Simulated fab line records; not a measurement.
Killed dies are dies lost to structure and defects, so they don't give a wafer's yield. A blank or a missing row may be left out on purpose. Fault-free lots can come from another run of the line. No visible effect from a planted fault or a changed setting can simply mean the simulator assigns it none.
Chamber matching -- flow nandHarc -- NHARC_A_WL_FILL_ALD_10 on aldHk-02 has 4 sister chambers
The step deposits SiO2, target thk 50 nm, pulse time 10 s, ald cycles 500. 4 wafers are shown with their chamber, then 7 later ones without.

## WAFERS PAIRED WITH THEIR CHAMBERS
wafer,chamber,heaterPowerW (W)
L087.2,0,479
L087.6,3,453
L088.1,1,543
L088.2,2,443

## WAFERS WITHOUT THEIR CHAMBER
wafer,heaterPowerW (W)
L088.5,477
L091.2,434
L091.3,464
L091.6,437
L094.1,434
L094.2,425
L094.3,466

## THE CHAMBER EACH PASSED THROUGH
wafer,from the rows above,in truth
L088.5,0,0
L091.2,can't be placed: 2 or 3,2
L091.3,can't be placed: 3 or 0 or 2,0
L091.6,can't be placed: 2 or 3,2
L094.1,can't be placed: 2 or 3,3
L094.2,can't be placed: 2 or 3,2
L094.3,can't be placed: 0 or 3 or 2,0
Correctly placed: 1 of 7. Cannot be placed on the basis of these rows: 6; the candidates contain the true chamber in 6. Wrongly placed: 0.
How it was worked out, from the rows above alone: a wafer's distance from a chamber is the root of the sum, over the readings, of the square of ((its reading less the chamber's mean) divided by the reading's scatter). The wafer belongs to the nearest chamber; if the next one is less than 2 further off, it can't be placed. For every chamber, the mean is computed from those of its wafers that are shown. The scatter: with one shown wafer a chamber, the root of the mean of the squares of how far each hidden wafer lies from its nearest shown one.
